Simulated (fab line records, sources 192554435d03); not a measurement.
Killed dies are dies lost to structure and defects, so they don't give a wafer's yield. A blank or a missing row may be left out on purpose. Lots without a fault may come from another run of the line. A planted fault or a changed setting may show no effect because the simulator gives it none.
fab line records | flow n5_finfet | part 2 of 2: steps 5 to 6 of 6
record lots=19 wafers=57 last_day=19
route steps=1938 shown DUMMY_REMOVAL@377 HKMG_FIN@403 GATE_CUT@470
lots that met no fault: from a run of the same line without faults
start_h: hours from the record's first day to the start of the lot's first wafer shown | wait_h: hours since the lot's step before | " the same as in the row above | L1.1+2: a row that stands for several wafers | - no value, or no start given | * or withheld: withheld | < > ~ a bound
route shown NAME@n: a module of which the file shows steps, and the number in the route of the first | usual: mean/standard deviation of fault-free wafers | same: alike in all rows | chamber/n: place in a boat | sites: the reading at each site | _std_site: their standard deviation | _edge_site: outer sites' mean less inner sites' | radius_mm: how far each site lies from the wafer's centre | mask NAME#n: copy n | behind: the tool/chamber that last shaped the wafer | hold: why the lot was held/for how many hours/how that ended | device: the transistor (n, p or np) that didn't switch | end of line: the same wafers' tests at the end of the route | a step without rows: its recipe alone | killed: dies lost to structure and defects at the first sort, not the wafer's yield | map: a wafer's dies, x killed, . not, _ none there
set.NAME: the setting as run; set.NAME@STEP: as run at that earlier step | model.NAME: the simulator's own value behind a step, which no gauge read
steps of the route over a sample of lots; a table a step, a row a wafer
services: from which hour (start_h, from the record's first day; less than 0 if before it) a tool's chamber was out of use, for how many hours, and why
## steps
# step N5_GATE_CUT_STRIP_59
# recipe chemistry=N2/H2 time_s=20 power_w=100 temp_c=40 pressure_mtorr=100 rf_frequency_hz=6e+07 bias_power_w=3 n2_flow_sccm=300 h2_flow_sccm=300
# usual drypump_motor_current_A=5.8/0.47 oes_product_au=0.81/0.1 rf_vpp_V=45.3/0.86 showerhead_plenum_p_Torr=3.39/0.13 throttle_valve_pct=12.28/0.2
# same time_s=20
# columns lot.wafer tool chamber start_h wait_h drypump_motor_current_A oes_product_au rf_hours_counter_h rf_vpp_V showerhead_plenum_p_Torr throttle_valve_pct
L074.1 rie_diel-02 2 83.05 0.1 5.3 0.86 84 44.8 3.27 12.08
L074.3 " 3 " " 5.2 0.97 9 44.9 3.45 12.26
L074.6 " 0 " " 6.1 0.71 - 44.2 3.49 12.23
L076.1 rie_diel-02 3 94.21 0.1 5.3 0.96 12 45.7 3.45 12.28
L076.4 " 0 " " 6.2 0.70 - 45.5 3.48 12.22
L076.5 " 2 " " 5.3 0.84 - 43.9 3.27 12.08
L077.1 rie_diel-05 3 98.97 0.1 5.2 0.73 178 46.0 3.37 12.08
L077.4 " 2 " " 6.0 0.78 116 45.5 3.54 12.56
L077.5 " 0 " " 5.8 0.71 - 46.1 3.32 12.53
L078.1 rie_diel-05 2 106.88 0.1 6.0 0.78 118 46.4 3.54 12.58
L078.3 " 3 " " 5.2 0.73 181 45.9 3.37 12.09
L078.4 " 0 " " 5.8 0.71 231 45.1 3.31 12.52
L079.1 rie_diel-02 0 115.70 0.1 6.1 0.70 229 44.5 3.48 12.25
L079.4 " 1 " " 6.5 0.94 5 45.4 3.60 11.99
L079.6 " 3 " " 5.2 0.94 - 44.8 3.44 12.29
L080.1 rie_diel-06 2 120.09 0.1 6.1 0.66 250 46.7 3.46 12.71
L080.4 " 3 " " 6.0 0.70 - 45.5 3.21 12.45
L080.6 " 2 " " 6.1 0.66 - 45.8 3.46 12.70
L081.1 rie_diel-02 3 126.69 0.1 5.3 0.93 23 47.7 3.44 12.31
L081.3 " 0 " " 6.2 0.70 233 43.9 3.48 12.25
L081.4 " 1 " " 6.5 0.92 8 46.2 3.60 11.99
L082.3 rie_diel-06 3 136.66 0.1 6.0 0.72 186 44.9 3.21 12.47
L082.4 " 1 " " 6.5 0.77 162 44.2 3.35 12.54
L082.6 " 0 " " 5.2 0.78 - 44.8 3.14 12.32
L083.2 rie_diel-02 3 138.35 0.1 5.3 0.93 26 46.1 3.44 12.31
L083.4 " 2 " " 5.3 0.82 102 43.8 3.26 12.13
L083.6 " 3 " " 5.3 0.92 - 44.7 3.44 12.31
L085.2 rie_diel-02 0 154.51 0.1 6.1 0.69 240 45.7 3.48 12.26
L085.3 " 3 " " 5.3 0.92 30 47.0 3.44 12.30
L085.4 " 2 " " 5.3 0.83 107 44.9 3.26 12.14
L086.1 rie_diel-02 3 156.33 0.1 5.2 0.91 31 45.4 3.44 12.34
L086.5 " 2 " " 5.3 0.82 - 42.5 3.26 12.14
L086.6 " 3 " " 5.2 0.92 - 46.3 3.44 12.32
L087.1 rie_diel-06 0 161.20 0.1 5.2 0.77 115 44.9 3.14 12.36
L087.2 " 3 " " 6.0 0.71 191 45.1 3.20 12.48
L087.5 " 2 " " 6.1 0.96 - 44.3 3.46 12.09
L088.1 rie_diel-06 0 168.62 0.1 5.3 0.77 117 46.3 3.14 12.34
L088.3 " 1 " " 6.5 0.76 170 45.3 3.35 12.54
L088.6 " 2 " " 6.1 0.96 - 45.1 3.45 12.08
L089.2 rie_diel-06 3 173.60 0.1 6.0 0.71 195 43.8 3.20 12.49
L089.3 " 0 " " 5.2 0.77 119 43.8 3.14 12.36
L089.6 " 3 " " 6.0 0.71 - 46.1 3.20 12.48
L090.3 rie_diel-02 3 178.59 0.1 5.3 0.91 36 45.0 3.44 12.34
L090.4 " 2 " " 5.3 0.82 112 45.8 3.26 12.16
L090.5 " 2 " " 5.3 0.82 - 44.9 3.26 12.15
L091.1 rie_diel-02 3 182.49 0.1 5.3 0.91 36 45.0 3.44 12.35
L091.2 " 1 " " 6.6 0.90 22 46.5 3.59 12.02
L091.6 " 0 " " 6.2 0.70 - 45.2 3.47 12.28
L093.1 rie_diel-06 3 198.26 0.1 6.0 0.70 203 44.0 3.20 12.52
L093.4 " 0 " " 5.3 0.76 - 44.2 3.13 12.36
L093.6 " 2 " " 6.1 0.92 - 45.4 3.45 12.12
L095.2 rie_diel-02 2 207.75 0.1 5.3 0.81 123 44.4 3.25 12.18
L095.5 " 2 " " 5.3 0.81 - 44.8 3.25 12.17
L095.6 " 3 " " 5.3 0.89 - 45.8 3.43 12.36
L096.2 rie_diel-05 2 219.90 0.1 6.0 0.74 151 45.7 3.52 12.66
L096.4 " 3 " " 5.1 0.70 214 45.8 3.35 12.17
L096.5 " 1 " " 5.6 0.68 - 46.3 3.48 12.49
# step N5_GATE_CUT_DESCUM_18
# recipe chemistry=O2 time_s=7 source_power_w=50 bias_power_w=20 pressure_mtorr=20 rf_frequency_hz=2.712e+07 temp_c=40 resist=CAR-EUV o2_flow_sccm=225
# usual drypump_motor_current_A=5.8/0.49 oes_product_au=0.79/0.088 rf_fwd_power_W=49.40/0.23 rf_vpp_V=243.2/1.6 showerhead_plenum_p_Torr=2.09/0.086 throttle_valve_pct=20.52/0.2
# same time_s=7
# columns lot.wafer tool chamber start_h wait_h drypump_motor_current_A oes_product_au rf_fwd_power_W rf_hours_counter_h rf_vpp_V showerhead_plenum_p_Torr throttle_valve_pct
L074.1 rie_diel-05 1 86.59 0.0 5.6 0.70 49.64 196 244.2 2.17 20.45
L074.3 " 0 " " 5.8 0.72 49.33 224 244.2 2.06 20.59
L074.6 " 2 " " 6.0 0.78 49.59 - 244.8 2.19 20.75
L076.1 rie_diel-05 0 100.32 0.0 5.8 0.71 49.66 229 242.3 2.06 20.60
L076.4 " 2 " " 6.0 0.77 49.40 117 245.3 2.19 20.77
L076.5 " 0 " " 5.8 0.70 49.43 - 242.7 2.06 20.58
L077.1 rie_diel-02 0 102.83 0.1 6.1 0.71 48.91 226 246.4 2.14 20.08
L077.4 " 2 " " 5.2 0.84 49.18 92 244.8 2.03 20.44
L077.5 " 2 " " 5.3 0.84 49.27 - 242.5 2.03 20.43
L078.1 rie_diel-06 0 110.23 0.1 5.3 0.79 49.33 101 241.2 1.93 20.65
L078.3 " 3 " " 6.0 0.72 49.59 177 241.2 1.99 20.58
L078.4 " 2 " " 6.1 0.67 49.23 248 243.0 2.14 20.91
L079.1 rie_diel-02 1 119.18 0.0 6.6 0.95 49.56 6 244.8 2.24 20.26
L079.4 " 0 " " 6.1 0.69 49.01 230 243.6 2.14 20.08
L079.6 " 1 " " 6.6 0.94 49.70 - 246.3 2.24 20.26
L080.1 rie_diel-05 1 123.37 0.0 5.6 0.70 49.75 206 243.5 2.16 20.46
L080.4 " 2 " " 6.0 0.77 49.30 123 245.2 2.18 20.77
L080.6 " 3 " " 5.1 0.72 49.28 - 243.5 2.09 20.21
L081.1 rie_diel-05 0 129.99 0.0 5.8 0.71 49.29 237 243.1 2.05 20.60
L081.3 " 2 " " 6.0 0.77 49.59 125 244.6 2.18 20.76
L081.4 " 3 " " 5.2 0.73 49.26 187 244.0 2.09 20.23
L082.3 rie_diel-06 3 140.10 0.2 6.0 0.72 49.74 187 241.2 1.99 20.60
L082.4 " 0 " " 5.2 0.78 49.06 110 239.8 1.93 20.67
L082.6 " 3 " " 6.0 0.71 49.54 - 239.6 1.99 20.60
L083.2 rie_diel-02 2 142.24 0.0 5.3 0.82 49.20 104 240.9 2.03 20.46
L083.4 " 0 " " 6.2 0.69 48.94 237 242.7 2.13 20.10
L083.6 " 2 " " 5.3 0.82 49.49 - 243.0 2.03 20.46
L085.2 rie_diel-06 1 157.79 0.0 6.5 0.76 49.43 167 243.0 2.09 20.78
L085.3 " 3 " " 6.0 0.72 49.39 191 242.5 1.99 20.59
L085.4 " 2 " " 6.1 0.96 49.54 5 244.7 2.14 20.53
L086.1 rie_diel-02 3 160.90 0.1 5.2 0.93 48.93 31 244.6 2.12 20.60
L086.5 " 3 " " 5.3 0.92 48.89 - 243.4 2.12 20.59
L086.6 " 0 " " 6.1 0.70 49.02 - 244.1 2.13 20.09
L087.1 rie_diel-06 0 165.07 0.0 5.2 0.77 49.45 116 240.7 1.93 20.69
L087.2 " 3 " " 6.0 0.71 49.58 192 241.7 1.98 20.59
L087.5 " 1 " " 6.5 0.76 49.19 - 242.3 2.09 20.78
L088.1 rie_diel-02 2 173.51 0.4 5.3 0.81 49.47 111 243.4 2.03 20.46
L088.3 " 1 " " 6.6 0.90 49.43 20 245.9 2.23 20.28
L088.6 " 1 " " 6.6 0.90 49.28 - 244.3 2.23 20.27
L089.2 rie_diel-02 1 177.10 0.0 6.6 0.90 49.64 21 245.2 2.23 20.28
L089.3 " 0 " " 6.1 0.69 49.13 244 243.9 2.13 20.10
L089.6 " 2 " " 5.3 0.81 49.40 - 242.6 2.02 20.45
L090.3 rie_diel-06 2 183.08 0.0 6.1 0.94 49.38 11 244.2 2.14 20.53
L090.4 " 3 " " 6.0 0.70 49.89 197 242.4 1.98 20.63
L090.5 " 3 " " 6.0 0.70 49.49 - 241.8 1.98 20.60
L091.1 rie_diel-05 2 185.88 0.0 6.0 0.76 49.37 138 244.7 2.18 20.78
L091.2 " 1 " " 5.6 0.69 49.43 221 244.3 2.16 20.49
L091.6 " 3 " " 5.2 0.72 49.31 - 243.0 2.09 20.25
L093.1 rie_diel-02 2 202.00 0.4 5.3 0.80 49.38 120 243.2 2.02 20.46
L093.4 " 3 " " 5.2 0.89 48.98 - 242.9 2.11 20.62
L093.6 " 2 " " 5.3 0.81 49.52 - 242.5 2.02 20.47
L095.2 rie_diel-06 2 211.41 0.2 6.1 0.91 49.48 22 244.5 2.14 20.56
L095.5 " 2 " " 6.1 0.92 49.63 - 244.0 2.14 20.55
L095.6 " 0 " " 5.2 0.76 49.59 - 239.4 1.92 20.72
L096.2 rie_diel-05 0 223.33 0.0 5.8 0.97 49.65 6 242.5 2.05 20.30
L096.4 " 3 " " 5.1 0.70 49.17 215 242.9 2.08 20.28
L096.5 " 0 " " 5.8 0.98 49.42 - 241.9 2.05 20.29
## services
# columns tool chamber start_h hours kind
rie_diel-02 3 49.74 - clean
rie_diel-02 3 49.74 - consumable_replace:focus_ring
rie_diel-02 3 49.74 12.9 scheduled_down
rie_diel-02 3 49.74 12.9 vent_cycle
rie_diel-06 0 57.25 43.9 repair
rie_diel-02 1 62.64 - clean
rie_diel-02 1 62.64 - consumable_replace:focus_ring
rie_diel-02 1 62.64 - consumable_replace:showerhead
rie_diel-02 1 62.64 36.3 scheduled_down
rie_diel-02 1 62.64 36.3 vent_cycle
rie_diel-06 2 76.37 23.5 repair
rie_diel-03 3 86.91 5.4 repair
rie_diel-01 0 100.51 13.7 repair
rie_diel-04 2 110.41 45.9 repair
rie_diel-04 - 115.75 0.4 repair
rie_diel-06 0 117.80 3.6 repair
rie_diel-02 - 145.67 1.1 repair
rie_diel-04 0 159.67 9.2 repair
rie_diel-04 3 166.89 6.3 repair
rie_diel-06 3 177.16 1.4 repair
rie_diel-06 1 192.14 6.6 repair
rie_diel-01 2 196.01 16.2 repair
rie_diel-06 3 210.04 5.9 repair
rie_diel-05 - 215.11 2.8 pm
